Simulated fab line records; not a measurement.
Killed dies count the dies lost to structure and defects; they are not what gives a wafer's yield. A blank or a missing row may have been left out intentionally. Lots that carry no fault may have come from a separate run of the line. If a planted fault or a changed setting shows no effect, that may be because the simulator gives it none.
A lot that was struck, set against a sound lot || flow n5 finfet || 39 steps out of a route of 1938
Sound: these wafers, L306.3, L306.4, L306.5. Wafers struck: L297.2, L297.4, L297.5. The cause is named last.
For every step that has rows: the tool of each side, followed by ch and its chambers, followed by its first start. Under that, the readings that differ: sound wafers || struck wafers || difference of the means || sigmas: that difference in standard deviations of wafers without a fault.
alike: a reading whose means differ by less than 2 such deviations, as well as words and numbers matching on both sides. not compared: withheld readings; readings where some wafer has no value; bounds like >300 that might hide an equal value; numbers whose values overlap and for which the record gives no deviation.
Wherever a step has rows on one side only, a row that says differs or no value, or a row with sigmas, the two part there. When numbers do not overlap yet have no deviation, they are printed without sigmas and do not part them. Lack of a reading on every wafer of one side parts them only where that side has two or more wafers.

first, 12 steps without rows for these wafers: N5_SD_EPI_N_STRIP_36 (strips in N2/H2); N5_SD_EPI_N_ETCHBACK_44 (etches SiNx in CH3F/O2, stops on SiO2, target depth 14.5 nm); N5_SD_EPI_N_ETCH_45 (etches SiOCN in CH3F/O2, target depth 6 nm); N5_SD_EPI_N_ETCH_16 (etches SiO2 in CHF3/O2, target depth 5 nm); N5_SD_EPI_N_STRIP_47 (strips in CHF3/O2); N5_SD_EPI_N_SD_RECESS_17 (chemistry HBr/Cl2/O2, target depth 41 nm, time 23.7 s, bt time 3 s); N5_SD_EPI_N_STRIP_38 (strips in N2/H2); N5_SD_EPI_N_WET_ETCH_43 (etches SiO2 in dHF, time 14 s, target depth 1.5 nm); N5_SD_EPI_N_STRIP_18 (strips in SPM, time 750 s); N5_SD_EPI_N_SRD_20 (time 30 s); N5_SD_EPI_N_PRECLEAN_48 (cleans in NF3:NH3, afs cycles 2, time 20 s, sublimation time 60 s); N5_SD_EPI_N_VAPOR_ETCH_50 (etches Si in HCl, time 54 s).
N5_SD_EPI_N_EPI_21: deposits Si:P, time 690 s.
  sound on epi rpcvd-02 ch 0, day 8 20:39; struck on epi rpcvd-01 ch 0, day 6 14:28
{"reading": "susceptor temp C (C)", "sound": "679.7 679.4 679.6", "struck": "681.8 681.9 682.3", "difference": "+2.4", "sigmas": "+8"}
{"reading": "susceptor_temp_C_max", "sound": "680.6 680.6 680.8", "struck": "683.4 683.2 683.8", "difference": "+2.8", "sigmas": "+7"}
{"reading": "model.Si-P_of_SD_EPI_N_EPI_21.thk nm (nm)", "sound": "58.2 58.2 58.2", "struck": "61.4 60.6 61.4", "difference": "+2.9", "sigmas": ""}
then, 24 steps without rows for these wafers: N5_SD_EPI_N_PRECLEAN_24 (cleans in O3/DIW, time 60 s); N5_SD_EPI_N_SRD_25 (time 30 s); N5_SD_EPI_N_PRECLEAN_49 (cleans in NF3:NH3, afs cycles 1, time 20 s, sublimation time 60 s); N5_SD_EPI_N_LINER_46 (material SiNx, target thk 3 nm); N5_SD_EPI_P_COAT_34 (time 60 s, resist thk 350 nm); N5_SD_EPI_P_COAT_35 (time 60 s, resist thk 35 nm); N5_SD_EPI_P_COAT_03 (resist thk 150 nm); N5_SD_EPI_P_EBR_05; N5_SD_EPI_P_SOFTBAKE_04 (time 60 s); N5_SD_EPI_P_EXPOSE_06 (exposes mask SD P BLK, target cd 240 nm); N5_SD_EPI_P_PEB_07 (peb time 60 s); N5_SD_EPI_P_DEVELOP_08 (develop time 30 s); N5_SD_EPI_P_DESCUM_14 (chemistry O2, time 7.9 s); N5_SD_EPI_P_ETCH_36 (etches SiARC in CF4, target depth 45.5 nm, time 75.8 s); N5_SD_EPI_P_ETCH_37 (etches SOC in N2/H2, overetch 108 nm, time 486 s); N5_SD_EPI_P_STRIP_38 (strips in N2/H2); N5_SD_EPI_P_ETCHBACK_46 (etches SiNx in CH3F/O2, stops on SiO2, target depth 17.5 nm); N5_SD_EPI_P_ETCH_47 (etches SiOCN in CH3F/O2, target depth 25 nm); N5_SD_EPI_P_ETCH_16 (etches SiO2 in CHF3/O2, target depth 5 nm); N5_SD_EPI_P_STRIP_50 (strips in CHF3/O2); N5_SD_EPI_P_SD_RECESS_17 (chemistry HBr/Cl2/O2, target depth 39.1 nm, bt time 3 s); N5_SD_EPI_P_WET_ETCH_45 (etches SiO2 in dHF, time 10.7 s, target depth 2 nm, rinse time 30 s); N5_SD_EPI_P_STRIP_40 (strips in N2/H2); N5_SD_EPI_P_PRECLEAN_52 (cleans in O3/DIW, time 60 s).
N5_MOL_CONTACT_COAG_ETCH_15: etches SiNx in CH3F/O2, stops on Si:P, target depth 7 nm.
  sound on rie diel-04 ch 2,3, day 10 13:05; struck on rie diel-05 ch 0,1, day 8 02:16
{"reading": "drypump motor current A (A)", "sound": "4.9 5.3 5.3", "struck": "6.4 6.0 6.0", "difference": "+1.0", "sigmas": "+2"}
{"reading": "oes product au (a.u.)", "sound": "0.51 0.51 0.51", "struck": "0.55 0.69 0.69", "difference": "+0.13", "sigmas": "+2"}
{"reading": "model.Si-P_of_SD_EPI_N_EPI_21.thk nm (nm)", "sound": "57.4 57.4 57.4", "struck": "60.6 59.6 60.6", "difference": "+2.9", "sigmas": ""}
  alike: bias w, mfc ar sccm, rf vpp V, showerhead plenum p Torr, throttle valve pct
  not compared: rf hours counter h
after that, 1 step had no rows for these wafers: N5_PASSIVATION_PROBE_49.

WHERE THEY PART
Earliest at N5_SD_EPI_N_EPI_21; latest, in this record, at N5_MOL_CONTACT_COAG_ETCH_15.

WHY: what the simulator had put in
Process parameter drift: epi rpcvd-01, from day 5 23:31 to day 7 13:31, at N5_SD_EPI_N_EPI_21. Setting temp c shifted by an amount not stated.
